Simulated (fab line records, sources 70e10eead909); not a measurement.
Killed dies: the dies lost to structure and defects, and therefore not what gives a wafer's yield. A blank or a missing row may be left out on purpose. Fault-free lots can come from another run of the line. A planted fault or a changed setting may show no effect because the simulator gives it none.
Which tool did it? :: flow nandHarc :: 14 lots with 40 wafers sampled at 6 steps, on a route of 1302 steps

== WHAT THE GAUGES READ, wafer by wafer ==
NHARC_A_ONON_D2_THK_MEAS_02: measures by ellipsometry. Usual: thkNm 1004 nm, standard deviation 9.2.
lot: L189
measured: day 12 19:02
on: filmMetro-02
thkNm (nm): 996 995 996
flag: 

lot: L190
measured: day 12 19:11
on: filmMetro-01
thkNm (nm): 1018 1017 1018
flag: 

lot: L192
measured: day 13 01:42
on: filmMetro-01
thkNm (nm): 1005 1006 1005
flag: 

lot: L197
measured: day 16 09:04
on: filmMetro-02
thkNm (nm): 1457 1000
flag: OFF

lot: L198
measured: day 16 15:42
on: filmMetro-01
thkNm (nm): 1468 1009
flag: OFF

lot: L201
measured: day 17 05:43
on: filmMetro-01
thkNm (nm): 1445 988 988
flag: OFF

lot: L202
measured: day 17 21:42
on: filmMetro-01
thkNm (nm): 1010 1011 1012
flag: 

lot: L203
measured: day 18 04:29
on: filmMetro-01
thkNm (nm): 993 994 994
flag: 

lot: L206
measured: day 19 14:52
on: filmMetro-02
thkNm (nm): 1005 1006 1006
flag: 

lot: L207
measured: day 20 03:16
on: filmMetro-01
thkNm (nm): 1010 1010 1013
flag: 

lot: L208
measured: day 20 03:12
on: filmMetro-02
thkNm (nm): 1015 1017 1014
flag: 

lot: L209
measured: day 20 17:11
on: filmMetro-01
thkNm (nm): 995 994 993
flag: 

lot: L212
measured: day 21 16:02
on: filmMetro-01
thkNm (nm): 1012 1012 1014
flag: 

lot: L211
measured: day 22 02:52
on: filmMetro-01
thkNm (nm): 987 987 986
flag: 

NHARC_END_SORT_01. Usual: killedAtArray 50, standard deviation 14; killedAtOther 0.9, standard deviation 1; killedAtPeriphery 3.9, standard deviation 2.5; killedDies 55, standard deviation 15; killedOpen 3.5, standard deviation 1.9; killedShort 2.5, standard deviation 1.7.
lot: L203
measured: day 29 22:16
on: prober-01
killedAtArray: 56 66 66
killedAtOther: 0 0 2
killedAtPeriphery: 6 6 9
killedDies: 62 72 77
killedOpen: 5 10 3
killedShort: 2 0 6
flag: 

lot: L206
measured: day 32 10:03
on: prober-02
killedAtArray: 47 48 65
killedAtOther: 1 0 0
killedAtPeriphery: 8 2 6
killedDies: 56 50 71
killedOpen: 5 1 7
killedShort: 1 1 2
flag: 

lot: L207
measured: day 31 19:05
on: prober-02
killedAtArray: 49 40 31
killedAtOther: 0 5 2
killedAtPeriphery: 3 5 3
killedDies: 52 50 36
killedOpen: 4 2 3
killedShort: 3 2 2
flag: 

lot: L208
measured: day 31 22:18
on: prober-01
killedAtArray: 58 66 55
killedAtOther: 0 2 0
killedAtPeriphery: 2 3 3
killedDies: 60 71 58
killedOpen: 0 5 3
killedShort: 0 4 1
flag: 

lot: L209
measured: day 33 02:43
on: prober-01
killedAtArray: 57 54 50
killedAtOther: 1 3 3
killedAtPeriphery: 10 4 4
killedDies: 68 61 57
killedOpen: 5 3 3
killedShort: 9 2 2
flag: 

== WHICH TOOL RAN EACH LOT (tool, then ch and the chambers of the sampled wafers, then the start) ==
lot: L189
NHARC_A_CHANNEL_FILL_D1_ETCHBACK_20: rieDiel-08 ch 2,3, day 10 01:35
NHARC_A_DECK1_JOINT_CMP_13: cmp-02 ch 0,1, day 11 18:02
NHARC_A_DECK1_JOINT_DEP_16: pecvd-04 ch 1,2, day 12 18:08
NHARC_A_ONON_D2_DEP_00: pecvdOnon-04 ch 0, day 12 18:31

lot: L190
NHARC_A_CHANNEL_FILL_D1_ETCHBACK_20: rieDiel-12 ch 0,1,2, day 10 07:51
NHARC_A_DECK1_JOINT_CMP_13: cmp-04 ch 0,1,3, day 11 20:31
NHARC_A_DECK1_JOINT_DEP_16: pecvd-01 ch 0,1,2, day 12 18:17
NHARC_A_ONON_D2_DEP_00: pecvdOnon-03 ch 0, day 12 18:40

lot: L192
NHARC_A_CHANNEL_FILL_D1_ETCHBACK_20: rieDiel-09 ch 1,2, day 10 16:34
NHARC_A_DECK1_JOINT_CMP_13: cmp-01 ch 0,2,3, day 12 02:20
NHARC_A_DECK1_JOINT_DEP_16: pecvd-04 ch 1,2, day 13 00:49
NHARC_A_ONON_D2_DEP_00: pecvdOnon-02 ch 0, day 13 01:15

lot: L197
NHARC_A_CHANNEL_FILL_D1_ETCHBACK_20: rieDiel-12 ch 1,3, day 13 21:07
NHARC_A_DECK1_JOINT_CMP_13: cmp-01 ch 0,1, day 15 07:07
NHARC_A_DECK1_JOINT_DEP_16: pecvd-02 ch 0,2, day 16 08:14
NHARC_A_ONON_D2_DEP_00: pecvdOnon-03 ch 0, day 16 08:37

lot: L198
NHARC_A_CHANNEL_FILL_D1_ETCHBACK_20: rieDiel-09 ch 2,3, day 14 01:16
NHARC_A_DECK1_JOINT_CMP_13: cmp-01 ch 1,2, day 15 11:19
NHARC_A_DECK1_JOINT_DEP_16: pecvd-02 ch 1, day 16 14:50
NHARC_A_ONON_D2_DEP_00: pecvdOnon-03 ch 0, day 16 15:14

lot: L201
NHARC_A_CHANNEL_FILL_D1_ETCHBACK_20: rieDiel-12 ch 1,2, day 14 16:28
NHARC_A_DECK1_JOINT_CMP_13: cmp-02 ch 0,1,3, day 16 02:41
NHARC_A_DECK1_JOINT_DEP_16: pecvd-04 ch 0,2, day 17 04:44
NHARC_A_ONON_D2_DEP_00: pecvdOnon-03 ch 0, day 17 05:12

lot: L202
NHARC_A_CHANNEL_FILL_D1_ETCHBACK_20: rieDiel-12 ch 0,2,3, day 15 13:07
NHARC_A_DECK1_JOINT_CMP_13: cmp-04 ch 1,3, day 17 00:02
NHARC_A_DECK1_JOINT_DEP_16: pecvd-02 ch 1,2, day 17 20:52
NHARC_A_ONON_D2_DEP_00: pecvdOnon-02 ch 0, day 17 21:11

lot: L203
NHARC_A_CHANNEL_FILL_D1_ETCHBACK_20: rieDiel-08 ch 0,1,3, day 15 19:29
NHARC_A_DECK1_JOINT_CMP_13: cmp-04 ch 1,2,3, day 17 05:25
NHARC_A_DECK1_JOINT_DEP_16: pecvd-04 ch 0,2, day 18 03:36
NHARC_A_ONON_D2_DEP_00: pecvdOnon-02 ch 0, day 18 03:59

lot: L206
NHARC_A_CHANNEL_FILL_D1_ETCHBACK_20: rieDiel-08 ch 0,1, day 17 02:44
NHARC_A_DECK1_JOINT_CMP_13: cmp-01 ch 0,1,2, day 18 13:56
NHARC_A_DECK1_JOINT_DEP_16: pecvd-04 ch 0,1,2, day 19 14:00
NHARC_A_ONON_D2_DEP_00: pecvdOnon-03 ch 0, day 19 14:22

lot: L207
NHARC_A_CHANNEL_FILL_D1_ETCHBACK_20: rieDiel-08 ch 0,1, day 17 13:10
NHARC_A_DECK1_JOINT_CMP_13: cmp-01 ch 0,1,2, day 18 23:22
NHARC_A_DECK1_JOINT_DEP_16: pecvd-02 ch 0,1,2, day 20 02:28
NHARC_A_ONON_D2_DEP_00: pecvdOnon-04 ch 0, day 20 02:56

lot: L208
NHARC_A_CHANNEL_FILL_D1_ETCHBACK_20: rieDiel-09 ch 0,2,3, day 17 13:11
NHARC_A_DECK1_JOINT_CMP_13: cmp-04 ch 0,3, day 18 23:16
NHARC_A_DECK1_JOINT_DEP_16: pecvd-01 ch 0,1, day 20 02:20
NHARC_A_ONON_D2_DEP_00: pecvdOnon-03 ch 0, day 20 02:41

lot: L209
NHARC_A_CHANNEL_FILL_D1_ETCHBACK_20: rieDiel-08 ch 0,1,3, day 18 07:04
NHARC_A_DECK1_JOINT_CMP_13: cmp-02 ch 0,2, day 19 18:32
NHARC_A_DECK1_JOINT_DEP_16: pecvd-04 ch 0,1,2, day 20 16:14
NHARC_A_ONON_D2_DEP_00: pecvdOnon-03 ch 0, day 20 16:38

lot: L212
NHARC_A_CHANNEL_FILL_D1_ETCHBACK_20: rieDiel-12 ch 0,1, day 19 09:43
NHARC_A_DECK1_JOINT_CMP_13: cmp-01 ch 1,2,3, day 20 17:02
NHARC_A_DECK1_JOINT_DEP_16: pecvd-02 ch 0,2, day 21 15:09
NHARC_A_ONON_D2_DEP_00: pecvdOnon-03 ch 0, day 21 15:35

lot: L211
NHARC_A_CHANNEL_FILL_D1_ETCHBACK_20: rieDiel-08 ch 0,1, day 19 09:43
NHARC_A_DECK1_JOINT_CMP_13: cmp-01 ch 0,2, day 20 20:48
NHARC_A_DECK1_JOINT_DEP_16: pecvd-01 ch 1,2, day 22 01:58
NHARC_A_ONON_D2_DEP_00: pecvdOnon-02 ch 0, day 22 02:25
- NHARC_A_CHANNEL_FILL_D1_ETCHBACK_20: etches the open film in C4F8/O2/Ar, target depth 27 nm, time 13.5 s.
- NHARC_A_DECK1_JOINT_CMP_13: polishes, target thk 51.023 nm.
- NHARC_A_DECK1_JOINT_DEP_16: deposits SiO2, target thk 45 nm.
- NHARC_A_ONON_D2_DEP_00: target thk 1000 nm.

== WHAT THE TOOLS THEMSELVES READ (means of the sampled wafers that have a number; where no wafer has one, the mark that the record gives instead) ==
NHARC_A_CHANNEL_FILL_D1_ETCHBACK_20. Usual: oesProductAu 0.97 a.u., standard deviation 0.035; rfVppV 978 V, standard deviation 5.
lot: L189
tool: rieDiel-08
oesProductAu (a.u.): 1.00
rfVppV (V): 978
flag: 

lot: L190
tool: rieDiel-12
oesProductAu (a.u.): 0.93
rfVppV (V): 983
flag: 

lot: L192
tool: rieDiel-09
oesProductAu (a.u.): 1.00
rfVppV (V): 975
flag: 

lot: L197
tool: rieDiel-12
oesProductAu (a.u.): 0.99
rfVppV (V): 983
flag: 

lot: L198
tool: rieDiel-09
oesProductAu (a.u.): 0.93
rfVppV (V): 972
flag: 

lot: L201
tool: rieDiel-12
oesProductAu (a.u.): 0.96
rfVppV (V): 981
flag: 

lot: L202
tool: rieDiel-12
oesProductAu (a.u.): 1.00
rfVppV (V): 984
flag: 

lot: L203
tool: rieDiel-08
oesProductAu (a.u.): 0.93
rfVppV (V): 975
flag: 

lot: L206
tool: rieDiel-08
oesProductAu (a.u.): 1.01
rfVppV (V): 974
flag: 

lot: L207
tool: rieDiel-08
oesProductAu (a.u.): 1.00
rfVppV (V): 972
flag: 

lot: L208
tool: rieDiel-09
oesProductAu (a.u.): 0.99
rfVppV (V): 977
flag: 

lot: L209
tool: rieDiel-08
oesProductAu (a.u.): 1.01
rfVppV (V): 975
flag: 

lot: L212
tool: rieDiel-12
oesProductAu (a.u.): 0.92
rfVppV (V): 982
flag: 

lot: L211
tool: rieDiel-08
oesProductAu (a.u.): 1.00
rfVppV (V): 977
flag: 

NHARC_A_DECK1_JOINT_CMP_13. Usual: motorCurrentA 11.7 A, standard deviation 1; timeToEndpointS 8.9 s, standard deviation 1.8.
lot: L189
tool: cmp-02
motorCurrentA (A): 10.9
timeToEndpointS (s): 11.4
flag: 

lot: L190
tool: cmp-04
motorCurrentA (A): 11.2
timeToEndpointS (s): 8.3
flag: 

lot: L192
tool: cmp-01
motorCurrentA (A): 12.0
timeToEndpointS (s): 7.7
flag: 

lot: L197
tool: cmp-01
motorCurrentA (A): 11.8
timeToEndpointS (s): 9.1
flag: 

lot: L198
tool: cmp-01
motorCurrentA (A): 11.4
timeToEndpointS (s): 9.8
flag: 

lot: L201
tool: cmp-02
motorCurrentA (A): 11.3
timeToEndpointS (s): 10.1
flag: 

lot: L202
tool: cmp-04
motorCurrentA (A): 11.2
timeToEndpointS (s): 7.3
flag: 

lot: L203
tool: cmp-04
motorCurrentA (A): 12.1
timeToEndpointS (s): 7.1
flag: 

lot: L206
tool: cmp-01
motorCurrentA (A): 11.9
timeToEndpointS (s): 9.9
flag: 

lot: L207
tool: cmp-01
motorCurrentA (A): 11.9
timeToEndpointS (s): 10.4
flag: 

lot: L208
tool: cmp-04
motorCurrentA (A): 11.7
timeToEndpointS (s): 6.7
flag: 

lot: L209
tool: cmp-02
motorCurrentA (A): 11.8
timeToEndpointS (s): 9.1
flag: 

lot: L212
tool: cmp-01
motorCurrentA (A): 12.2
timeToEndpointS (s): 10.3
flag: 

lot: L211
tool: cmp-01
motorCurrentA (A): 11.7
timeToEndpointS (s): 7.6
flag: 

NHARC_A_DECK1_JOINT_DEP_16. Usual: heaterPowerW 568 W, standard deviation 89; throttleValvePct 16.1 %, standard deviation 0.61.
lot: L189
tool: pecvd-04
heaterPowerW (W): 610
throttleValvePct (%): 16.1
flag: 

lot: L190
tool: pecvd-01
heaterPowerW (W): 556
throttleValvePct (%): 16.0
flag: 

lot: L192
tool: pecvd-04
heaterPowerW (W): 637
throttleValvePct (%): 16.4
flag: 

lot: L197
tool: pecvd-02
heaterPowerW (W): 590
throttleValvePct (%): 16.6
flag: 

lot: L198
tool: pecvd-02
heaterPowerW (W): 482
throttleValvePct (%): 16.1
flag: 

lot: L201
tool: pecvd-04
heaterPowerW (W): 577
throttleValvePct (%): 16.4
flag: 

lot: L202
tool: pecvd-02
heaterPowerW (W): 480
throttleValvePct (%): 16.3
flag: 

lot: L203
tool: pecvd-04
heaterPowerW (W): 536
throttleValvePct (%): 16.4
flag: 

lot: L206
tool: pecvd-04
heaterPowerW (W): 542
throttleValvePct (%): 16.4
flag: 

lot: L207
tool: pecvd-02
heaterPowerW (W): 558
throttleValvePct (%): 15.9
flag: 

lot: L208
tool: pecvd-01
heaterPowerW (W): 593
throttleValvePct (%): 16.7
flag: 

lot: L209
tool: pecvd-04
heaterPowerW (W): 628
throttleValvePct (%): 15.8
flag: 

lot: L212
tool: pecvd-02
heaterPowerW (W): 632
throttleValvePct (%): 16.2
flag: 

lot: L211
tool: pecvd-01
heaterPowerW (W): 560
throttleValvePct (%): 15.8
flag: 

== THE ANSWER, worked out from the rows above alone ==
Rule: lot off if the mean of its wafers having a number is beyond 3 standard deviations from the usual mean. Also off: a lot with no number at a reading for which 4 or more lots have one. Any other lot the step has rows for is counted as sound. The gauges are gone through in route order, then the tools' own readings, and for those a lot's mean is taken as printed above. The first step at which some lot is off is used, and at that step the reading that is off furthest; a lot without a number counts as furthest.
Off: L197, L198, L201, at NHARC_A_ONON_D2_THK_MEAS_02 (thkNm).
A tool fits if, at a process step before that reading, it ran every lot that is off, and no sound lot after the first of them. Gauges at NHARC_A_ONON_D2_THK_MEAS_02: tried the same way as those tools. Of those tried, none fits.

== WHAT THE SIMULATOR HAD PUT IN ==
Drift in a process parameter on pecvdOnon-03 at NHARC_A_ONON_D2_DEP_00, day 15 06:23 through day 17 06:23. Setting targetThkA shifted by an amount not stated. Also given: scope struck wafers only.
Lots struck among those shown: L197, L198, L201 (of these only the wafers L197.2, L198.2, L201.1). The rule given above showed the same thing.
